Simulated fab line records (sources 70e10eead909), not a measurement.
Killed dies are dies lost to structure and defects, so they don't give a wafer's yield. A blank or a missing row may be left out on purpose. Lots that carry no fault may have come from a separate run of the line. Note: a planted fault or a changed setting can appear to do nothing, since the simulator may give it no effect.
The tool behind it: which one? ; flow nand_harc ; 39 wafers from 13 lots sampled at 5 of the route's 1159 steps

WHAT EACH GAUGE READ, for each wafer
NHARC_A_M1_INSPECT_11.
lot;measured;on;raw_defect_count
L759;day 17 20:54;defect_inspect-01;38 38 29
L760;day 18 01:35;defect_inspect-01;7 12 12
L761;day 18 01:13;defect_inspect-01;28 24 17
L764;day 18 07:59;defect_inspect-02;29 19 24
L763;day 19 03:26;defect_inspect-02;19 33 20
L766;day 19 18:00;defect_inspect-01;35 29 26
L765;day 20 00:21;defect_inspect-01;26 28 33
L773;day 20 19:06;defect_inspect-02;26 29 24
L779;day 23 08:01;defect_inspect-01;34 32 38
L780;day 23 18:46;defect_inspect-01;22 17 14
L781;day 23 18:32;defect_inspect-01;23 24 36
L782;day 23 19:22;defect_inspect-01;46 45 35

NHARC_END_SORT_01.
lot;measured;on;killed_at_array;killed_at_other;killed_at_periphery;killed_dies;killed_open;killed_short
L769;day 21 20:43;prober-01;579 462 570;2 1 1;4 3 5;585 466 576;7 3 4;5 2 2

TOOL THAT RAN EACH LOT (tool first, then ch and the chambers of the sampled wafers, then the start)
lot;NHARC_A_STAIRCASE_CVD_552;NHARC_A_BONDPAD_ETCH_24;NHARC_THIN_TSV_DEP_47
L759;lpcvd-02 ch 1, day 12 16:55;rie_diel-03 ch 1,2,3, day 19 01:32 or earlier;pecvd-02 ch 0,1,2, day 19 01:32
L760;lpcvd-01 ch 0, day 12 23:49;rie_diel-03 ch 0,2,3, day 19 02:51 or earlier;pecvd-02 ch 0,1,2, day 19 02:51
L761;lpcvd-01 ch 0, day 12 23:49;rie_diel-03 ch 0,2,3, day 18 23:25 or earlier;pecvd-02 ch 0,1,2, day 18 23:25
L764;lpcvd-01 ch 1, day 13 05:49;rie_diel-03 ch 1,2, day 19 07:28 or earlier;pecvd-02 ch 1,2, day 19 07:28
L763;lpcvd-02 ch 0, day 13 13:39;rie_diel-03 ch 0,3, day 20 03:59 or earlier;pecvd-01 ch 0,2, day 20 03:59
L766;lpcvd-02 ch 1, day 13 22:28;rie_diel-03 ch 0,1,2, day 20 15:41 or earlier;pecvd-02 ch 1,2, day 20 15:41
L765;lpcvd-02 ch 0, day 14 07:55;rie_diel-03 ch 2,3, day 20 23:17 or earlier;pecvd-02 ch 1,2, day 20 23:17
L769;lpcvd-02 ch 0, day 14 14:56;-;-
L773;lpcvd-01 ch 1, day 15 19:59;rie_diel-03 ch 0,1,2, day 21 14:15 or earlier;pecvd-02 ch 0,1, day 21 14:15
L779;lpcvd-01 ch 0, day 17 12:40;rie_diel-03 ch 2,3, day 24 05:33 or earlier;pecvd-02 ch 0,1,2, day 24 05:33
L780;lpcvd-01 ch 0, day 17 12:40;rie_diel-03 ch 1,2,3, day 24 18:04 or earlier;pecvd-03 ch 1,2, day 24 18:04
L781;lpcvd-01 ch 1, day 18 04:05;rie_diel-04 ch 0,3, day 24 17:27 or earlier;pecvd-01 ch 0,1,2, day 24 17:27
L782;lpcvd-01 ch 0, day 18 04:05;rie_diel-03 ch 0,1,2, day 24 19:29 or earlier;pecvd-01 ch 0,2, day 24 19:29
- NHARC_A_STAIRCASE_CVD_552: deposits SiNx, target thk 40 nm.
- NHARC_A_BONDPAD_ETCH_24: etches the open film in CF4/N2, target depth 30 nm, time 72.99 s.
- NHARC_THIN_TSV_DEP_47: deposits SiO2, target thk 200 nm.

AS READ BY THE TOOLS THEMSELVES (means over the sampled wafers that have a number; for cases with no such wafer, the mark the record gives instead)
NHARC_A_BONDPAD_ETCH_24.
lot;tool;bias_w (W);drypump_motor_current_A (A);oes_product_au (a.u.);rf_vpp_V (V);showerhead_plenum_p_Torr (Torr);throttle_valve_pct (%)
L759;rie_diel-03;100.0;6.0;0.986;315.9;2.69;19.798
L760;rie_diel-03;100.0;5.6;0.995;313.7;2.60;19.790
L761;rie_diel-03;100.1;5.6;0.986;313.7;2.60;19.799
L764;rie_diel-03;99.8;6.1;0.991;316.5;2.77;19.800
L763;rie_diel-03;100.1;5.4;0.993;311.8;2.49;19.791
L766;rie_diel-03;99.9;5.7;0.981;315.0;2.69;19.790
L765;rie_diel-03;99.6;6.1;0.984;316.3;2.72;19.798
L773;rie_diel-03;100.0;5.7;0.990;315.2;2.69;19.792
L779;rie_diel-03;99.8;5.9;0.991;314.1;2.60;19.796
L780;rie_diel-03;100.1;6.0;0.988;315.2;2.69;19.796
L781;rie_diel-04;99.9;5.6;0.995;313.6;2.60;19.796
L782;rie_diel-03;100.2;5.7;0.988;314.7;2.69;19.801

NHARC_THIN_TSV_DEP_47.
lot;tool;throttle_valve_pct (%)
L759;pecvd-02;15.8
L760;pecvd-02;15.7
L761;pecvd-02;15.7
L764;pecvd-02;16.0
L763;pecvd-01;16.2
L766;pecvd-02;16.0
L765;pecvd-02;15.9
L773;pecvd-02;15.8
L779;pecvd-02;15.8
L780;pecvd-03;16.2
L781;pecvd-01;16.6
L782;pecvd-01;16.6

THE ANSWER, worked out from the rows above alone
Rule: what is usual is taken from the lots themselves. The widest of any qualifying gaps counts: lots, ordered by their means at a reading, are off when they make up no more than a third of the lots, leave a main group of 4 or more, and stand apart from it by 3 or more times the standard deviation of that group's means. The tables above print the reading to a certain number of digits; a main group whose means all agree to those digits is not used. Also off: a lot with no number at a reading for which 4 or more lots have one. All remaining lots with rows at the step are treated as sound. Order of review: gauges by route order, followed by the tools' own readings, for which a lot's mean as printed above is used. At the first step where some lot is off, the reading lying furthest off is the one used; lots without a number count as furthest.
Across all readings shown, no lot is off: no conclusion can be drawn from this.

WHAT THE SIMULATOR PUT IN
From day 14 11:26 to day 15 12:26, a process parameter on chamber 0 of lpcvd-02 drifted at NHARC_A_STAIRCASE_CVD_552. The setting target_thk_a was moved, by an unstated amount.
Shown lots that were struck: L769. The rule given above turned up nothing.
